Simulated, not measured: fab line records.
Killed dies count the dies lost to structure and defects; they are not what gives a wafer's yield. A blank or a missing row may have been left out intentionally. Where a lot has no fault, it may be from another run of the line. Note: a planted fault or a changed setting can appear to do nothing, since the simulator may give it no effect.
fab line records	flow n5_finfet
record: lots: 7	wafers: 39
route steps=1938 shown WELL_APT@39 DUMMY_GATE@228 SD_EPI_N@288 SD_EPI_P@321 SD_ACTIVATION@330
start_h: start of the lot's first displayed wafer, in hours after the record's first day	wait_h: hours elapsed since this lot's preceding step	" as in the row above	L1.1+2: one row covering several wafers at once	- no value present, or no start provided	* or withheld: withheld	< > ~ a bound
route shown NAME@n: a module of which the file shows steps, and the number in the route of the first	usual: mean/standard deviation taken from wafers without a fault	same: alike in all rows	chamber/n: place in a boat	sites: the reading at each site	_std_site: standard deviation of those values	_edge_site: mean of outer sites minus mean of inner sites	radius_mm: for every site, how far away it sits from the centre of the wafer	mask NAME#n: copy n	behind: the most recent tool/chamber to have shaped the wafer	hold: the reason the lot was held/the length of the hold in hours/how it ended	device: the transistor (n, p or np) that didn't switch	end of line: the same wafers' tests at the end of the route	where a step has no rows: the recipe by itself	killed: dies that structure and defects cost at the first sort, which is not the same as the wafer's yield	map: per-die view of a wafer (x killed, . not killed, _ where there is no die)
set.NAME: the setting as run; set.NAME@STEP: as run at that earlier step	model.NAME: the simulator's own value behind a step, which no gauge read
lots run with intentionally changed settings; tables by step, rows by wafer
== steps ==
step: N5_WELL_APT_EXPOSE_22
recipe: mask_id: PWELL	na: 0.8	source_shape: conventional	sigma_outer: 0.8	polarization: unpolarized	defocus_nm: 0	target_cd_nm: 200	dose_mj: 23.2
lot.wafer	tool	chamber	start_h	wait_h	mask	set.dose_mj
L076.1+3+4	krf_scanner-02	0	26.77	-	PWELL#0	23.2
L076.2+5+6	"	0	"	"	PWELL#0	24.87
L079.1+4+6	krf_scanner-02	0	44.63	-	PWELL#0	22.05
L079.2+3+5	"	0	"	"	PWELL#0	23.2
L086.1+3+6	krf_scanner-02	0	86.67	-	PWELL#0	23.2
L086.2+4+5	"	0	"	"	PWELL#0	21.79
L087.1+5+6	krf_scanner-01	0	92.91	-	PWELL#0	22.13
L087.2+3+4	"	0	"	"	PWELL#0	23.2
L090.1+2+3+4+5+6	krf_scanner-02	0	111.26	-	PWELL#0	23.2
L094.1+3+4	krf_scanner-02	0	135.28	-	PWELL#0	23.2
L095.1+2+3	krf_scanner-01	0	141.46	-	PWELL#0	23.2
L095.4+5+6	"	0	"	"	PWELL#0	23.78
step: N5_WELL_APT_PEB_23
recipe: peb_temp_c: 130	peb_time_s: 90
step: N5_WELL_APT_DEVELOP_24
recipe: develop_time_s: 45	rinse_liquid: surfactant_rinse	dry: air_spin	dev_temp_c: 21
step: N5_WELL_APT_HARDBAKE_29
recipe: temp_c: 130	time_s: 120
step: N5_WELL_APT_CD_MEAS_25
recipe: target_cd_nm: 200	landing_energy_ev: 500	detector: se_inlens
usual: cd_nm: 200.0/2.7
lot.wafer	tool	chamber	start_h	wait_h	set.dose_mj@WELL_APT_EXPOSE_22	cd_nm
L076.1	cd_sem-01	0	26.94	-	23.2	200.0
L076.2	"	0	"	"	24.87	216.9
L076.3	"	0	"	"	23.2	204.5
L076.4	"	0	"	"	23.2	202.0
L076.5	"	0	"	"	24.87	218.7
L076.6	"	0	"	"	24.87	213.2
L079.1	cd_sem-02	0	44.81	-	22.05	188.0
L079.2	"	0	"	"	23.2	198.9
L079.3	"	0	"	"	23.2	201.7
L079.4	"	0	"	"	22.05	188.9
L079.5	"	0	"	"	23.2	195.3
L079.6	"	0	"	"	22.05	192.0
L086.1	cd_sem-03	0	86.84	-	23.2	198.8
L086.2	"	0	"	"	21.79	190.2
L086.3	"	0	"	"	23.2	197.9
L086.4	"	0	"	"	21.79	183.3
L086.5	"	0	"	"	21.79	189.2
L086.6	"	0	"	"	23.2	195.5
L087.1	cd_sem-02	0	93.08	-	22.13	193.4
L087.2	"	0	"	"	23.2	200.2
L087.3	"	0	"	"	23.2	203.8
L087.4	"	0	"	"	23.2	198.8
L087.5	"	0	"	"	22.13	193.3
L087.6	"	0	"	"	22.13	192.5
L090.1	cd_sem-01	0	111.44	-	23.2	201.5
L090.2	"	0	"	"	23.2	198.2
L090.3	"	0	"	"	23.2	200.1
L090.4	"	0	"	"	23.2	197.2
L090.5	"	0	"	"	23.2	199.1
L090.6	"	0	"	"	23.2	199.4
L094.1	cd_sem-02	0	135.46	-	23.2	194.9
L094.3	"	0	"	"	23.2	200.6
L094.4	"	0	"	"	23.2	197.8
L095.1	cd_sem-01	0	141.63	-	23.2	198.7
L095.2	"	0	"	"	23.2	201.7
L095.3	"	0	"	"	23.2	199.2
L095.4	"	0	"	"	23.78	205.9
L095.5	"	0	"	"	23.78	203.8
L095.6	"	0	"	"	23.78	205.7
step: N5_WELL_APT_DESCUM_30
recipe: chemistry: O2	time_s: 7.9	source_power_w: 50	bias_power_w: 20	pressure_mtorr: 20	rf_frequency_hz: 2.712e+07	temp_c: 40	o2_flow_sccm: 225
lot.wafer	tool	chamber	start_h	wait_h	set.dose_mj@WELL_APT_EXPOSE_22	model.WELL_APT.cd_nm
L076.1	rie_diel-05	3	27.12	0.1	23.2	200.5
L076.2	"	1	"	"	24.87	216.5
L076.3	"	0	"	"	23.2	205
L076.4	"	3	"	"	23.2	202.3
L076.5	"	1	"	"	24.87	218.3
L076.6	"	0	"	"	24.87	212.9
L079.1	rie_diel-04	3	44.89	0.0	22.05	187.7
L079.2	"	2	"	"	23.2	198.7
L079.3	"	0	"	"	23.2	202.1
L079.4	"	2	"	"	22.05	188.6
L079.5	"	0	"	"	23.2	195.7
L079.6	"	3	"	"	22.05	192.1
L086.1	rie_diel-05	1	86.93	0.0	23.2	198.5
L086.2	"	0	"	"	21.79	190.8
L086.3	"	3	"	"	23.2	198.3
L086.4	"	2	"	"	21.79	183
L086.5	"	3	"	"	21.79	189.3
L086.6	"	2	"	"	23.2	195.6
L087.1	rie_diel-04	3	93.17	0.0	22.13	193.3
L087.2	"	0	"	"	23.2	200.3
L087.3	"	1	"	"	23.2	203.9
L087.4	"	2	"	"	23.2	198.4
L087.5	"	0	"	"	22.13	193.6
L087.6	"	1	"	"	22.13	192.5
L090.1	rie_diel-04	2	111.64	0.2	23.2	201.3
L090.2	"	3	"	"	23.2	198
L090.3	"	1	"	"	23.2	200.5
L090.4	"	0	"	"	23.2	197.7
L090.5	"	1	"	"	23.2	199.3
L090.6	"	2	"	"	23.2	199.2
L094.1	rie_diel-01	3	135.54	0.0	23.2	195.2
L094.3	"	2	"	"	23.2	200.9
L094.4	"	0	"	"	23.2	197.6
L095.1	rie_diel-05	2	141.72	0.0	23.2	198.8
L095.2	"	3	"	"	23.2	201.8
L095.3	"	1	"	"	23.2	199.2
L095.4	"	0	"	"	23.78	206
L095.5	"	1	"	"	23.78	203.4
L095.6	"	2	"	"	23.78	205.3
step: N5_DUMMY_GATE_EXPOSE_12
recipe: mask_id: GATE	na: 0.33	source_shape: annular	sigma_inner: 0.2	sigma_outer: 0.6	polarization: unpolarized	target_cd_nm: 25	dose_mj: 34
lot.wafer	tool	chamber	start_h	wait_h	mask	set.dose_mj
L076.1+2+3+4+5+6	euv_scanner-01	0	57.20	-	GATE#0	34
L079.1+2+5	euv_scanner-02	0	75.21	-	GATE#0	34
L079.3+4+6	"	0	"	"	GATE#0	32.22
L086.1+2+3	euv_scanner-01	0	123.44	-	GATE#0	34
L086.4+5+6	"	0	"	"	GATE#0	33.11
L087.1+2+4	euv_scanner-01	0	127.35	-	GATE#0	35.05
L087.3+5+6	"	0	"	"	GATE#0	34
L090.1+3+5	euv_scanner-02	0	142.05	-	GATE#0	34
L090.2+4+6	"	0	"	"	GATE#0	32.89
L094.1+3+4	euv_scanner-01	0	168.42	-	GATE#0	34
L095.1+2+6	euv_scanner-01	0	175.86	-	GATE#0	36.52
L095.3+4+5	"	0	"	"	GATE#0	34
step: N5_DUMMY_GATE_PEB_13
recipe: peb_temp_c: 100	peb_time_s: 60	resist: CAR-EUV
step: N5_DUMMY_GATE_DEVELOP_14
recipe: develop_time_s: 30	developer: TMAH	resist: CAR-EUV	rinse_liquid: surfactant_rinse	dry: air_spin	dev_temp_c: 23
step: N5_DUMMY_GATE_CD_MEAS_15
recipe: target_cd_nm: 25.8	landing_energy_ev: 500	detector: se_inlens
usual: cd_nm: 24.99/0.29
lot.wafer	tool	chamber	start_h	wait_h	set.dose_mj@DUMMY_GATE_EXPOSE_12	cd_nm
L076.1	cd_sem-02	0	57.33	-	34	24.79
L076.2	"	0	"	"	34	24.61
L076.3	"	0	"	"	34	25.17
L076.4	"	0	"	"	34	24.52
L076.5	"	0	"	"	34	24.97
L076.6	"	0	"	"	34	24.59
L079.1	cd_sem-01	0	75.34	-	34	24.78
L079.2	"	0	"	"	34	24.75
L079.3	"	0	"	"	32.22	25.79
L079.4	"	0	"	"	32.22	26.44
L079.5	"	0	"	"	34	25.05
L079.6	"	0	"	"	32.22	25.87
L086.1	cd_sem-01	0	123.57	-	34	24.78
L086.2	"	0	"	"	34	25.19
L086.3	"	0	"	"	34	25.32
L086.4	"	0	"	"	33.11	25.50
L086.5	"	0	"	"	33.11	25.27
L086.6	"	0	"	"	33.11	25.37
L087.1	cd_sem-03	0	127.47	-	35.05	24.58
L087.2	"	0	"	"	35.05	24.32
L087.3	"	0	"	"	34	25.38
L087.4	"	0	"	"	35.05	24.73
L087.5	"	0	"	"	34	24.94
L087.6	"	0	"	"	34	25.30
L090.1	cd_sem-03	0	142.18	-	34	25.09
L090.2	"	0	"	"	32.89	25.55
L090.3	"	0	"	"	34	24.77
L090.4	"	0	"	"	32.89	25.90
L090.5	"	0	"	"	34	24.88
L090.6	"	0	"	"	32.89	25.31
L094.1	cd_sem-03	0	168.55	-	34	24.97
L094.3	"	0	"	"	34	25.31
L094.4	"	0	"	"	34	25.04
L095.1	cd_sem-01	0	175.98	-	36.52	23.26
L095.2	"	0	"	"	36.52	23.54
L095.3	"	0	"	"	34	25.33
L095.4	"	0	"	"	34	24.60
L095.5	"	0	"	"	34	24.95
L095.6	"	0	"	"	36.52	23.50
step: N5_SD_EPI_N_EPI_21
recipe: material: Si:P	dopant: P	temp_c: 680	pressure_torr: 255	time_s: 690
lot.wafer	tool	chamber	start_h	wait_h	set.temp_c	model.Si-P_of_SD_EPI_N_EPI_21.thk_nm
L076.1	epi_rpcvd-01	0	61.38	0.1	680	59.4
L076.2+4	"	0	"	"	680	59.6
L076.3	"	0	"	"	680	60
L076.5	"	0	"	"	680	59.8
L076.6	"	0	"	"	680	60.2
L079.1	epi_rpcvd-03	0	80.06	0.1	680	59.8
L079.2+3	"	0	"	"	684.1	64.6
L079.4	"	0	"	"	680	60.6
L079.5	"	0	"	"	680	60.4
L079.6	"	0	"	"	684.1	65
L086.1+6	epi_rpcvd-02	0	127.61	0.1	682.1	61.2
L086.2	"	0	"	"	680	59
L086.3	"	0	"	"	680	59.6
L086.4	"	0	"	"	680	58.8
L086.5	"	0	"	"	682.1	61.8
L087.1+3	epi_rpcvd-03	0	131.45	0.1	680	58.2
L087.2	"	0	"	"	680	58.6
L087.4+5	"	0	"	"	680	59
L087.6	"	0	"	"	680	59.2
L090.1	epi_rpcvd-03	0	147.52	0.1	680	58.4
L090.2+3	"	0	"	"	680	59
L090.4	"	0	"	"	680	59.6
L090.5+6	"	0	"	"	680	59.2
L094.1	epi_rpcvd-01	0	173.09	0.2	680	58.4
L094.3	"	0	"	"	680	60.4
L094.4	"	0	"	"	680	59.8
L095.1	epi_rpcvd-02	0	181.51	0.1	675.3	54.8
L095.2	"	0	"	"	680	59.8
L095.3+5	"	0	"	"	680	59.6
L095.4	"	0	"	"	675.3	54.4
L095.6	"	0	"	"	675.3	55.8
step: N5_SD_EPI_N_PRECLEAN_24
recipe: chemistry: O3/DIW	time_s: 60	temp_c: 22	o3_ppm: 10
lot.wafer	tool	chamber	start_h	wait_h	set.temp_c@SD_EPI_N_EPI_21	model.Si-P_of_SD_EPI_N_EPI_21.thk_nm
L076.1	wet_bench-04	2	63.13	0.0	680	59
L076.2+4	"	0,3	"	"	680	59.2
L076.3	"	5	"	"	680	59.6
L076.5	"	4	"	"	680	59.4
L076.6	"	1	"	"	680	59.8
L079.1	wet_bench-01	0	81.81	0.0	680	59.4
L079.2	"	5	"	"	684.1	64.2
L079.3	"	1	"	"	684.1	64
L079.4	"	4	"	"	680	60.2
L079.5	"	6	"	"	680	60
L079.6	"	7	"	"	684.1	64.4
L086.1+6	wet_bench-01	0,2	129.37	0.0	682.1	60.8
L086.2	"	1	"	"	680	58.6
L086.3	"	4	"	"	680	59.2
L086.4	"	3	"	"	680	58.4
L086.5	"	5	"	"	682.1	61.4
L087.1+3	wet_bench-04	3,1	133.21	0.0	680	57.8
L087.2	"	2	"	"	680	58.2
L087.4+5	"	4,6	"	"	680	58.6
L087.6	"	5	"	"	680	58.8
L090.1	wet_bench-04	6	149.27	0.0	680	58
L090.2+3	"	0,3	"	"	680	58.6
L090.4	"	7	"	"	680	59.2
L090.5+6	"	1,2	"	"	680	58.8
L094.1	wet_bench-06	1	175.40	0.0	680	58
L094.3	"	3	"	"	680	60
L094.4	"	6	"	"	680	59.4
L095.1	wet_bench-06	1	183.26	0.0	675.3	54.4
L095.2	"	6	"	"	680	59.4
L095.3+5	"	5,7	"	"	680	59.2
L095.4	"	0	"	"	675.3	54.2
L095.6	"	2	"	"	675.3	55.4
step: N5_SD_EPI_P_EPI_21
recipe: material: SiGe:B	dopant: B	temp_c: 550	pressure_torr: 20	ambient: H2	time_s: 355
lot.wafer	tool	chamber	start_h	wait_h	set.temp_c	model.SiGe-B_of_SD_EPI_P_EPI_21.thk_nm
L076.1	epi_rpcvd-04	0	65.80	0.1	550	60.4
L076.2	"	0	"	"	552.5	64.6
L076.3	"	0	"	"	552.5	64
L076.4	"	0	"	"	550	59.8
L076.5	"	0	"	"	552.5	64.4
L076.6	"	0	"	"	550	61.6
L079.1	epi_rpcvd-02	0	84.16	0.1	550	60.8
L079.2	"	0	"	"	554.2	66.2
L079.3	"	0	"	"	554.2	67
L079.4	"	0	"	"	554.2	66.8
L079.5+6	"	0	"	"	550	61
L086.1	epi_rpcvd-02	0	131.84	0.2	550	61
L086.2	"	0	"	"	546.6	56.2
L086.3	"	0	"	"	550	59.8
L086.4	"	0	"	"	546.6	55.6
L086.5	"	0	"	"	550	60.6
L086.6	"	0	"	"	546.6	55.8
L087.1+2+4+6	epi_rpcvd-04	0	135.56	0.1	550	61.8
L087.3	"	0	"	"	550	61.2
L087.5	"	0	"	"	550	62.6
L090.1	epi_rpcvd-04	0	151.85	0.1	550	60.6
L090.2+5	"	0	"	"	548.8	59.2
L090.3+6	"	0	"	"	550	60.2
L090.4	"	0	"	"	548.8	58.2
L094.1	epi_rpcvd-01	0	177.98	0.2	550	60.6
L094.3	"	0	"	"	550	61
L094.4	"	0	"	"	550	61.2
L095.1	epi_rpcvd-04	0	185.68	0.1	551.5	64
L095.2	"	0	"	"	550	61.6
L095.3	"	0	"	"	550	61.4
L095.4	"	0	"	"	550	60.8
L095.5	"	0	"	"	551.5	63.8
L095.6	"	0	"	"	551.5	63.4
step: N5_SD_EPI_P_EPI_MEAS_23
recipe: mode: xrd
usual: thk_nm: 61.1/1.2
lot.wafer	tool	chamber	start_h	wait_h	set.temp_c@SD_EPI_P_EPI_21	thk_nm
L076.1	film_metro-01	-	67.99	1.8	550	60.5
L076.2	"	-	"	"	552.5	65.2
L076.3	"	-	"	"	552.5	64.0
L076.4	"	-	"	"	550	59.5
L076.5	"	-	"	"	552.5	64.8
L076.6	"	-	"	"	550	61.0
L079.1	film_metro-01	-	86.35	1.8	550	61.1
L079.2	"	-	"	"	554.2	67.6
L079.3	"	-	"	"	554.2	67.7
L079.4	"	-	"	"	554.2	67.4
L079.5	"	-	"	"	550	60.0
L079.6	"	-	"	"	550	59.5
L086.1	film_metro-02	-	134.76	2.4	550	60.4
L086.2	"	-	"	"	546.6	57.2
L086.3	"	-	"	"	550	60.0
L086.4	"	-	"	"	546.6	54.9
L086.5	"	-	"	"	550	60.7
L086.6	"	-	"	"	546.6	55.7
L087.1	film_metro-01	-	137.76	1.8	550	62.9
L087.2	"	-	"	"	550	63.0
L087.3	"	-	"	"	550	60.6
L087.4	"	-	"	"	550	60.8
L087.5	"	-	"	"	550	64.4
L087.6	"	-	"	"	550	62.5
L090.1	film_metro-01	-	154.07	1.9	550	60.5
L090.2	"	-	"	"	548.8	58.3
L090.3	"	-	"	"	550	59.7
L090.4	"	-	"	"	548.8	57.5
L090.5	"	-	"	"	548.8	58.4
L090.6	"	-	"	"	550	60.7
L094.1	film_metro-02	-	180.90	2.4	550	59.0
L094.3	"	-	"	"	550	59.8
L094.4	"	-	"	"	550	62.6
L095.1	film_metro-01	-	187.87	1.8	551.5	64.3
L095.2	"	-	"	"	550	62.0
L095.3	"	-	"	"	550	62.3
L095.4	"	-	"	"	550	62.4
L095.5	"	-	"	"	551.5	63.3
L095.6	"	-	"	"	551.5	63.3
step: N5_SD_EPI_P_HM_STRIP_48
recipe: chemistry: H3PO4	temp_c: 160	material: SiNx	target: SiNx	target_depth_a: 30	overetch_fraction: 0.3
lot.wafer	tool	chamber	start_h	wait_h	set.temp_c@SD_EPI_N_EPI_21	model.Si-P_of_SD_EPI_N_EPI_21.thk_nm
L076.1	wet_bench-02	1	68.03	0.0	680	58.6
L076.2+4	"	4,3	"	"	680	59
L076.3+5	"	6,2	"	"	680	59.2
L076.6	"	5	"	"	680	59.6
L079.1	wet_bench-03	2	86.39	0.0	680	59
L079.2+3	"	3,0	"	"	684.1	63.8
L079.4	"	5	"	"	680	60
L079.5	"	1	"	"	680	59.8
L079.6	"	4	"	"	684.1	64.2
L086.1+6	wet_bench-02	0,1	134.80	0.0	682.1	60.6
L086.2	"	5	"	"	680	58.2
L086.3	"	4	"	"	680	58.8
L086.4	"	6	"	"	680	58
L086.5	"	7	"	"	682.1	61
L087.1	wet_bench-02	3	137.80	0.0	680	57.4
L087.2	"	6	"	"	680	58
L087.3	"	5	"	"	680	57.6
L087.4	"	7	"	"	680	58.2
L087.5	"	4	"	"	680	58.4
L087.6	"	0	"	"	680	58.6
L090.1	wet_bench-05	5	154.10	0.0	680	57.8
L090.2	"	3	"	"	680	58.4
L090.3	"	6	"	"	680	58.2
L090.4	"	4	"	"	680	59
L090.5+6	"	2,7	"	"	680	58.6
L094.1	wet_bench-02	2	180.93	0.0	680	57.8
L094.3	"	1	"	"	680	59.6
L094.4	"	5	"	"	680	59
L095.1	wet_bench-02	4	187.91	0.0	675.3	54.2
L095.2	"	6	"	"	680	59.2
L095.3	"	2	"	"	680	58.8
L095.4	"	5	"	"	675.3	53.8
L095.5	"	3	"	"	680	59
L095.6	"	1	"	"	675.3	55
step: N5_SD_EPI_P_SRD_49
recipe: dry: ipa_marangoni	time_s: 30	temp_c: 23	rinse_liquid: diw
step: N5_SD_EPI_P_PRECLEAN_24
recipe: chemistry: O3/DIW	time_s: 45	temp_c: 22	o3_ppm: 10
lot.wafer	tool	chamber	start_h	wait_h	set.temp_c@SD_EPI_P_EPI_21	model.SiGe-B_of_SD_EPI_P_EPI_21.thk_nm
L076.1	wet_bench-02	1	68.10	0.0	550	60
L076.2+5	"	4,2	"	"	552.5	64
L076.3	"	6	"	"	552.5	63.4
L076.4	"	3	"	"	550	59.4
L076.6	"	5	"	"	550	61.2
L079.1	wet_bench-03	2	86.46	0.0	550	60.4
L079.2	"	3	"	"	554.2	65.8
L079.3	"	0	"	"	554.2	66.6
L079.4	"	5	"	"	554.2	66.4
L079.5+6	"	1,4	"	"	550	60.6
L086.1	wet_bench-02	0	134.87	0.0	550	60.4
L086.2	"	5	"	"	546.6	55.8
L086.3	"	4	"	"	550	59.4
L086.4	"	6	"	"	546.6	55
L086.5	"	7	"	"	550	60.2
L086.6	"	1	"	"	546.6	55.4
L087.1+2+6	wet_bench-02	3,6,0	137.87	0.0	550	61.4
L087.3	"	5	"	"	550	60.6
L087.4	"	7	"	"	550	61.2
L087.5	"	4	"	"	550	62.2
L090.1	wet_bench-05	5	154.17	0.0	550	60
L090.2+5	"	3,2	"	"	548.8	58.8
L090.3+6	"	6,7	"	"	550	59.8
L090.4	"	4	"	"	548.8	57.8
L094.1	wet_bench-02	2	181.00	0.0	550	60
L094.3	"	1	"	"	550	60.6
L094.4	"	5	"	"	550	60.8
L095.1	wet_bench-02	4	187.98	0.0	551.5	63.6
L095.2	"	6	"	"	550	61.2
L095.3	"	2	"	"	550	60.8
L095.4	"	5	"	"	550	60.4
L095.5	"	3	"	"	551.5	63.4
L095.6	"	1	"	"	551.5	62.8
step: N5_SD_EPI_P_PRECLEAN_32
recipe: chemistry: dHF	time_s: 10	dilution: 500:1	temp_c: 25
step: N5_SD_EPI_P_PRECLEAN_33
recipe: chemistry: SC2	time_s: 45	temp_c: 35	mix: 1:1:50
step: N5_SD_ACTIVATION_RTA_00
recipe: temp_c: 975	time_s: 0	ambient: N2	idle_temp_c: 600	ramp_up_c_per_s: 150	ramp_down_c_per_s: 60	cool_to_c: 600
step: N5_SD_ACTIVATION_LSA_01
recipe: temp_c: 1080	time_s: 0.0008	ambient: N2
step: N5_SD_ACTIVATION_RS_MEAS_03
recipe: thk_meas_gauge: four-point-probe
usual: RS_SD_N: 21.82/0.27	RS_SD_P: 56.0/0.78
lot.wafer	tool	chamber	start_h	wait_h	set.temp_c@SD_EPI_N_EPI_21	set.temp_c@SD_EPI_P_EPI_21	RS_SD_N[ohm/sq]	RS_SD_P[ohm/sq]
L076.1	film_metro-01	-	68.60	0.2	680	550	21.81	56.9
L076.2	"	-	"	"	680	552.5	21.58	52.8
L076.3	"	-	"	"	680	552.5	21.34	53.4
L076.4	"	-	"	"	680	550	21.44	56.9
L076.5	"	-	"	"	680	552.5	21.45	53.6
L076.6	"	-	"	"	680	550	21.40	55.4
L079.1	film_metro-01	-	87.18	0.2	680	550	21.76	56.8
L079.2	"	-	"	"	684.1	554.2	20.22	51.6
L079.3	"	-	"	"	684.1	554.2	20.30	51.1
L079.4	"	-	"	"	680	554.2	21.48	50.6
L079.5	"	-	"	"	680	550	21.39	56.4
L079.6	"	-	"	"	684.1	550	20.09	56.6
L086.1	film_metro-01	-	135.48	0.2	682.1	550	21.27	55.9
L086.2	"	-	"	"	680	546.6	22.08	60.9
L086.3	"	-	"	"	680	550	21.81	57.4
L086.4	"	-	"	"	680	546.6	22.02	61.8
L086.5	"	-	"	"	682.1	550	21.25	55.7
L086.6	"	-	"	"	682.1	546.6	21.06	60.9
L087.1	film_metro-02	-	138.37	0.2	680	550	22.32	54.5
L087.2	"	-	"	"	680	550	22.06	54.1
L087.3	"	-	"	"	680	550	22.29	54.8
L087.4	"	-	"	"	680	550	22.12	54.4
L087.5	"	-	"	"	680	550	22.05	53.2
L087.6	"	-	"	"	680	550	22.01	54.4
L090.1	film_metro-02	-	154.77	0.2	680	550	22.13	55.8
L090.2	"	-	"	"	680	548.8	21.73	57.9
L090.3	"	-	"	"	680	550	21.95	56.6
L090.4	"	-	"	"	680	548.8	21.82	59.1
L090.5	"	-	"	"	680	548.8	21.86	57.6
L090.6	"	-	"	"	680	550	21.75	56.4
L094.1	film_metro-02	-	181.50	0.2	680	550	22.13	57.0
L094.3	"	-	"	"	680	550	21.43	56.5
L094.4	"	-	"	"	680	550	21.53	56.1
L095.1	film_metro-01	-	188.48	0.2	675.3	551.5	23.44	53.9
L095.2	"	-	"	"	680	550	21.68	56.3
L095.3	"	-	"	"	680	550	21.86	56.3
L095.4	"	-	"	"	675.3	550	23.56	56.9
L095.5	"	-	"	"	680	551.5	21.74	54.1
L095.6	"	-	"	"	675.3	551.5	23.03	54.3
== key ==
split: step: N5_WELL_APT_EXPOSE_22	setting: dose_mj	stated: 23.2	by: wafer
response: step: N5_WELL_APT_CD_MEAS_25	reading: cd_nm	change: +1.81	per: 1%	r: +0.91
response: step: N5_WELL_APT_DESCUM_30	reading: model.WELL_APT.cd_nm	change: +1.77	per: 1%	r: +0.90
split: step: N5_DUMMY_GATE_EXPOSE_12	setting: dose_mj	stated: 34	by: wafer
response: step: N5_DUMMY_GATE_CD_MEAS_15	reading: cd_nm	change: -0.205	per: 1%	r: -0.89
split: step: N5_SD_EPI_N_EPI_21	setting: temp_c	stated: 680	by: wafer
response: step: N5_SD_EPI_N_EPI_21	reading: model.Si-P_of_SD_EPI_N_EPI_21.thk_nm	change: +7.07	per: 1%	r: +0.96
response: step: N5_SD_EPI_N_PRECLEAN_24	reading: model.Si-P_of_SD_EPI_N_EPI_21.thk_nm	change: +6.93	per: 1%	r: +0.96
response: step: N5_SD_EPI_P_HM_STRIP_48	reading: model.Si-P_of_SD_EPI_N_EPI_21.thk_nm	change: +7.02	per: 1%	r: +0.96
response: step: N5_SD_ACTIVATION_RS_MEAS_03	reading: RS_SD_N	change: -2.29	per: 1%	r: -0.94
split: step: N5_SD_EPI_P_EPI_21	setting: temp_c	stated: 550	by: wafer
response: step: N5_SD_EPI_P_EPI_21	reading: model.SiGe-B_of_SD_EPI_P_EPI_21.thk_nm	change: +7.66	per: 1%	r: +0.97
response: step: N5_SD_EPI_P_EPI_MEAS_23	reading: thk_nm	change: *	per: 1%	r: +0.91
response: step: N5_SD_EPI_P_PRECLEAN_24	reading: model.SiGe-B_of_SD_EPI_P_EPI_21.thk_nm	change: +7.6	per: 1%	r: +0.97
response: step: N5_SD_ACTIVATION_RS_MEAS_03	reading: RS_SD_P	change: -7.5	per: 1%	r: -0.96
